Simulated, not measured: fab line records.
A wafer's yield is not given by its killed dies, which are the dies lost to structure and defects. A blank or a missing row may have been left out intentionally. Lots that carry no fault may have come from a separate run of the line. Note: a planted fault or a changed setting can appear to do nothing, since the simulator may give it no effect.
Which of the tools did it?    flow n5Finfet    24 lots with 72 wafers sampled at 6 steps, on a route of 1938 steps

WHAT THE GAUGES SHOWED, per wafer
N5_BEOL_M11_THK_MEAS_53: measures by xrf. Usual: M11_THK gives 140 nm (standard deviation 4.3).
lot   measured      on            M11_THK (nm)  flag
L074  day 10 04:56  filmMetro-01  147 144 142   
L075  day 10 12:38  filmMetro-02  144 142 138   
L076  day 10 18:29  filmMetro-02  142 134 140   
L077  day 11 04:52  filmMetro-02  143 138 144   
L078  day 11 08:02  filmMetro-02  141 141 145   
L079  day 11 20:28  filmMetro-01  135 143 144   
L080  day 12 04:02  filmMetro-01  132 140 141   
L081  day 12 10:49  filmMetro-01  137 137 136   
L083  day 12 17:28  filmMetro-02  132 143 135   
L082  day 12 18:01  filmMetro-01  140 136 134   
L085  day 13 00:40  filmMetro-02  141 144 135   
L084  day 13 04:47  filmMetro-01  142 142 139   
L086  day 13 18:05  filmMetro-02  143 140 142   
L087  day 13 20:05  filmMetro-02  140 139 142   
L088  day 13 20:13  filmMetro-02  142 139 140   
L089  day 13 23:37  filmMetro-01  138 141 136   
L090  day 14 12:12  filmMetro-02  139 139 131   
L091  day 14 15:23  filmMetro-02  144 138 139   
L092  day 14 19:39  filmMetro-02  139 131 149   
L095  day 15 17:17  filmMetro-02  141 146 141   
L094  day 15 18:32  filmMetro-02  143 151 141   
L093  day 15 21:56  filmMetro-01  150 140 144   
L096  day 16 10:13  filmMetro-01  141 146 142   
L097  day 16 10:58  filmMetro-01  141 145 146   

N5_BEOL_M12_CD_MEAS_28: target cd 160.2 nm. Usual: cdNm reads 160.1 nm (standard deviation 2.2).
lot   measured      on        cdNm (nm)          flag
L074  day 10 06:46  cdSem-01  158.2 161.0 162.8  
L075  day 10 14:31  cdSem-02  159.9 161.8 158.3  
L076  day 10 20:16  cdSem-03  163.4 163.3 162.9  
L077  day 11 09:56  cdSem-03  163.2 162.1 162.2  
L078  day 11 11:29  cdSem-02  158.0 163.5 161.0  
L079  day 11 22:14  cdSem-02  160.4 162.7 162.5  
L080  day 12 05:42  cdSem-02  159.4 160.4 157.4  
L081  day 12 13:16  cdSem-03  157.5 162.1 160.6  
L083  day 12 19:31  cdSem-03  155.8 162.6 158.9  
L082  day 12 19:52  cdSem-01  164.2 159.6 161.7  
L085  day 13 02:17  cdSem-02  159.4 159.5 155.8  
L084  day 13 06:26  cdSem-03  158.9 160.9 160.1  
L086  day 13 19:52  cdSem-03  160.0 157.7 155.2  
L087  day 13 21:40  cdSem-01  160.9 161.4 162.8  
L088  day 13 22:02  cdSem-03  156.3 159.9 159.5  
L089  day 14 01:16  cdSem-01  158.0 157.6 161.5  
L090  day 14 14:58  cdSem-03  159.7 163.1 157.8  
L091  day 14 17:10  cdSem-03  156.2 159.5 159.7  
L092  day 14 21:19  cdSem-01  161.7 160.5 160.6  
L095  day 15 18:53  cdSem-03  160.2 162.3 159.7  
L094  day 15 20:11  cdSem-01  161.7 161.8 157.8  
L093  day 15 23:43  cdSem-03  161.9 162.7 162.5  
L096  day 16 11:46  cdSem-03  160.4 160.7 159.7  
L097  day 16 12:31  cdSem-03  161.2 162.9 162.6  

N5_BEOL_M12_OCD_MEAS_35. Usual: trenchDepthNm reads 318 nm (standard deviation 5.5).
lot   measured      on      trenchDepthNm (nm)  flag
L074  day 10 07:22  ocd-01  325 319 327         
L075  day 10 15:07  ocd-01  307 327 331         
L076  day 10 20:52  ocd-01  321 312 321         
L077  day 11 11:35  ocd-02  310 309 316         
L078  day 11 13:06  ocd-02  323 318 318         
L079  day 12 00:18  ocd-01  310 322 322         
L080  day 12 06:19  ocd-02  316 317 315         
L081  day 12 14:05  ocd-02  312 320 315         
L083  day 12 20:07  ocd-01  320 312 311         
L082  day 12 20:29  ocd-02  321 318 318         
L085  day 13 02:56  ocd-02  311 314 317         
L084  day 13 07:05  ocd-01  320 326 314         
L086  day 13 20:28  ocd-01  323 308 316         
L087  day 13 22:16  ocd-02  317 307 317         
L088  day 13 22:38  ocd-01  326 324 317         
L089  day 14 01:54  ocd-01  318 315 317         
L090  day 14 15:52  ocd-01  315 319 317         
L091  day 14 17:46  ocd-01  319 316 320         
L092  day 14 21:55  ocd-01  322 317 319         
L095  day 15 19:29  ocd-02  315 316 317         
L094  day 15 20:47  ocd-01  319 314 315         
L093  day 16 00:20  ocd-01  323 317 315         
L096  day 16 12:32  ocd-02  302 319 319         
L097  day 16 13:07  ocd-01  319 312 316         

N5_BEOL_M12_INSPECT_55: inspects for defects (darkfield). Usual: rawDefectCount reads 66 (standard deviation 24).
lot   measured      on                rawDefectCount  flag
L074  day 10 09:14  defectInspect-02  40 54 51        
L075  day 10 18:16  defectInspect-01  73 78 92        
L076  day 11 02:07  defectInspect-02  60 46 30        
L077  day 11 13:16  defectInspect-02  52 36 49        
L078  day 11 20:36  defectInspect-01  96 78 122       
L079  day 12 04:00  defectInspect-02  54 72 55        
L080  day 12 07:52  defectInspect-01  50 63 75        
L081  day 12 17:20  defectInspect-01  62 47 47        
L083  day 13 00:07  defectInspect-02  77 47 49        
L082  day 13 01:01  defectInspect-02  65 85 69        
L085  day 13 05:09  defectInspect-02  76 58 69        
L084  day 13 09:36  defectInspect-02  144 85 103      
L086  day 14 00:22  defectInspect-01  80 63 57        
L087  day 14 00:52  defectInspect-02  72 75 78        
L088  day 14 01:14  defectInspect-01  49 77 60        
L089  day 14 03:28  defectInspect-02  42 52 93        
L090  day 14 18:53  defectInspect-02  63 71 71        
L091  day 14 20:16  defectInspect-01  81 49 96        
L092  day 15 00:55  defectInspect-02  67 50 74        
L095  day 15 21:50  defectInspect-01  74 83 46        
L094  day 16 00:43  defectInspect-02  58 81 79        
L093  day 16 06:01  defectInspect-01  40 31 46        
L096  day 16 14:27  defectInspect-01  67 35 52        
L097  day 16 17:57  defectInspect-01  91 39 33        

EACH LOT AND THE TOOL THAT RAN IT (in order: tool; ch and the chambers of the sampled wafers; start)
lot   N5_BEOL_M12_VIA_ETCH_16            N5_BEOL_M12_ETCH_67
L074  rieDiel-04 ch 0,3, day 10 05:54    rieDiel-04 ch 0,3, day 10 06:53
L075  rieDiel-05 ch 0,1,2, day 10 13:38  rieDiel-04 ch 0,1,3, day 10 14:38
L076  rieDiel-06 ch 0,1,2, day 10 19:24  rieDiel-06 ch 0,3, day 10 20:23
L077  rieDiel-04 ch 0,2, day 11 09:12    rieDiel-06 ch 0,1,2, day 11 11:07
L078  rieDiel-04 ch 0,2,3, day 11 10:38  rieDiel-05 ch 1,2, day 11 12:37
L079  rieDiel-06 ch 0,1,2, day 11 21:23  rieDiel-04 ch 1,2,3, day 11 23:49
L080  rieDiel-04 ch 0,1,3, day 12 04:50  rieDiel-05 ch 0,3, day 12 05:50
L081  rieDiel-05 ch 2,3, day 12 12:07    rieDiel-05 ch 0,3, day 12 13:35
L083  rieDiel-04 ch 0,1, day 12 18:23    rieDiel-04 ch 1,2, day 12 19:38
L082  rieDiel-05 ch 0,1,2, day 12 18:49  rieDiel-06 ch 1,3, day 12 19:59
L085  rieDiel-06 ch 1,3, day 13 01:31    rieDiel-06 ch 0,1,3, day 13 02:27
L084  rieDiel-05 ch 0,2,3, day 13 05:34  rieDiel-04 ch 0,2,3, day 13 06:36
L086  rieDiel-06 ch 0,1, day 13 19:00    rieDiel-04 ch 0,2, day 13 19:59
L087  rieDiel-05 ch 0,2,3, day 13 20:56  rieDiel-06 ch 0,1,2, day 13 21:47
L088  rieDiel-06 ch 0,1,3, day 13 21:10  rieDiel-04 ch 1,2, day 13 22:09
L089  rieDiel-06 ch 1,3, day 14 00:32    rieDiel-05 ch 0,2,3, day 14 01:25
L090  rieDiel-05 ch 0,1,2, day 14 14:10  rieDiel-05 ch 0,3, day 14 15:23
L091  rieDiel-04 ch 0,3, day 14 16:18    rieDiel-06 ch 1,2, day 14 17:17
L092  rieDiel-06 ch 0,1,3, day 14 20:27  rieDiel-05 ch 1,2,3, day 14 21:26
L095  rieDiel-04 ch 2,3, day 15 18:08    rieDiel-06 ch 1,3, day 15 19:00
L094  rieDiel-05 ch 1,3, day 15 19:19    rieDiel-06 ch 0,3, day 15 20:19
L093  rieDiel-06 ch 0,1,2, day 15 22:51  rieDiel-05 ch 1,2,3, day 15 23:50
L096  rieDiel-06 ch 0,1,2, day 16 11:01  rieDiel-05 ch 0,2, day 16 12:02
L097  rieDiel-05 ch 2,3, day 16 11:46    rieDiel-05 ch 1,2,3, day 16 12:38
- N5_BEOL_M12_VIA_ETCH_16: etches SiOC in C4F8/O2/Ar, target depth 724.8 nm.
- N5_BEOL_M12_ETCH_67: etches SiARC in CF4, target depth 143 nm, time 238.3 s.

AS READ BY THE TOOLS THEMSELVES (means over the sampled wafers that have a number; for cases with no such wafer, the mark the record gives instead)
N5_BEOL_M12_VIA_ETCH_16. Usual: drypumpMotorCurrentA 5.7 A, standard deviation 0.43; oesProductAu 0.73 a.u., standard deviation 0.086; rfVppV 666.4 V, standard deviation 2.6; showerheadPlenumPTorr 3.46 Torr, standard deviation 0.08; throttleValvePct 24.10 %, standard deviation 0.21.
lot   tool        drypumpMotorCurrentA (A)  oesProductAu (a.u.)  rfVppV (V)  showerheadPlenumPTorr (Torr)  throttleValvePct (%)  flag
L074  rieDiel-04  5.7                       0.82                 663.5       3.36                          24.02                 
L075  rieDiel-05  5.8                       0.76                 668.9       3.53                          24.09                 
L076  rieDiel-06  6.0                       0.65                 665.8       3.45                          24.04                 
L077  rieDiel-04  5.6                       0.82                 664.9       3.39                          24.05                 
L078  rieDiel-04  5.4                       0.83                 665.6       3.40                          24.11                 
L079  rieDiel-06  6.0                       0.64                 666.1       3.45                          24.04                 
L080  rieDiel-04  5.5                       0.82                 664.2       3.40                          24.17                 
L081  rieDiel-05  6.1                       0.73                 670.7       3.58                          24.17                 
L083  rieDiel-04  5.4                       0.84                 666.6       3.44                          24.22                 
L082  rieDiel-05  5.9                       0.72                 668.5       3.52                          24.10                 
L085  rieDiel-06  6.0                       0.80                 665.2       3.39                          24.15                 
L084  rieDiel-05  6.0                       0.70                 669.8       3.55                          24.05                 
L086  rieDiel-06  5.8                       0.73                 665.1       3.41                          24.06                 
L087  rieDiel-05  6.0                       0.70                 669.4       3.55                          24.05                 
L088  rieDiel-06  5.9                       0.71                 663.6       3.40                          24.20                 
L089  rieDiel-06  5.9                       0.71                 664.0       3.39                          24.35                 
L090  rieDiel-05  5.8                       0.71                 667.3       3.52                          24.14                 
L091  rieDiel-04  5.8                       0.76                 663.5       3.33                          24.07                 
L092  rieDiel-06  5.9                       0.71                 664.2       3.39                          24.21                 
L095  rieDiel-04  5.2                       0.77                 664.0       3.39                          24.21                 
L094  rieDiel-05  5.5                       0.74                 670.1       3.52                          23.97                 
L093  rieDiel-06  6.0                       0.70                 665.3       3.43                          23.97                 
L096  rieDiel-06  6.0                       0.69                 665.1       3.43                          23.97                 
L097  rieDiel-05  6.1                       0.69                 668.8       3.57                          24.20                 

N5_BEOL_M12_ETCH_67. Usual: drypumpMotorCurrentA 5.7 A, standard deviation 0.44; etchRfOnTimeS 237 s, standard deviation 9.3; oesProductAu 0.70 a.u., standard deviation 0.081; rfVppV 184.4 V, standard deviation 1.1; showerheadPlenumPTorr 2.17 Torr, standard deviation 0.054; throttleValvePct 15.53 %, standard deviation 0.2.
lot   tool        drypumpMotorCurrentA (A)  etchRfOnTimeS (s)  oesProductAu (a.u.)  rfVppV (V)  showerheadPlenumPTorr (Torr)  throttleValvePct (%)  flag
L074  rieDiel-04  5.6                       236                0.77                 183.5       2.10                          15.32                 
L075  rieDiel-04  5.5                       236                0.71                 184.1       2.13                          15.55                 
L076  rieDiel-06  5.8                       235                0.63                 184.5       2.14                          15.78                 
L077  rieDiel-06  6.0                       250                0.60                 184.4       2.16                          15.51                 
L078  rieDiel-05  5.9                       230                0.73                 185.5       2.23                          15.58                 
L079  rieDiel-04  5.1                       239                0.80                 183.7       2.16                          15.49                 
L080  rieDiel-05  5.7                       235                0.70                 185.0       2.24                          15.46                 
L081  rieDiel-05  5.9                       234                0.66                 184.6       2.23                          15.56                 
L083  rieDiel-04  4.9                       246                0.78                 185.8       2.18                          15.55                 
L082  rieDiel-06  6.0                       243                0.76                 183.8       2.12                          15.50                 
L085  rieDiel-06  5.9                       240                0.68                 183.2       2.13                          15.59                 
L084  rieDiel-04  5.4                       241                0.74                 184.6       2.12                          15.42                 
L086  rieDiel-04  5.2                       243                0.75                 184.6       2.15                          15.47                 
L087  rieDiel-06  6.0                       244                0.67                 184.3       2.15                          15.39                 
L088  rieDiel-04  5.0                       234                0.79                 184.4       2.18                          15.59                 
L089  rieDiel-05  6.0                       232                0.67                 184.7       2.24                          15.58                 
L090  rieDiel-05  5.9                       237                0.64                 184.9       2.22                          15.59                 
L091  rieDiel-06  6.1                       241                0.72                 184.8       2.14                          15.31                 
L092  rieDiel-05  5.7                       230                0.72                 185.3       2.23                          15.54                 
L095  rieDiel-06  6.0                       245                0.71                 183.3       2.11                          15.55                 
L094  rieDiel-06  5.7                       246                0.60                 183.3       2.13                          15.72                 
L093  rieDiel-05  5.7                       236                0.70                 186.3       2.22                          15.57                 
L096  rieDiel-05  6.2                       235                0.73                 184.7       2.23                          15.55                 
L097  rieDiel-05  5.7                       234                0.70                 184.3       2.22                          15.58                 

THE ANSWER, worked out from the rows above alone
Rule: a lot counts as off when the mean over its wafers that have a number is more than 3 standard deviations away from the usual mean. A lot without any number at a reading at which 4 lots or more have one is off too. Any other lot the step has rows for is counted as sound. The gauges are gone through in route order, then the tools' own readings, and for those a lot's mean is taken as printed above. The first step at which some lot is off is used, and at that step the reading that is off furthest; a lot without a number counts as furthest.
No lot is off on any of the readings shown, so nothing can be concluded from this.

WHAT THE SIMULATOR PUT IN
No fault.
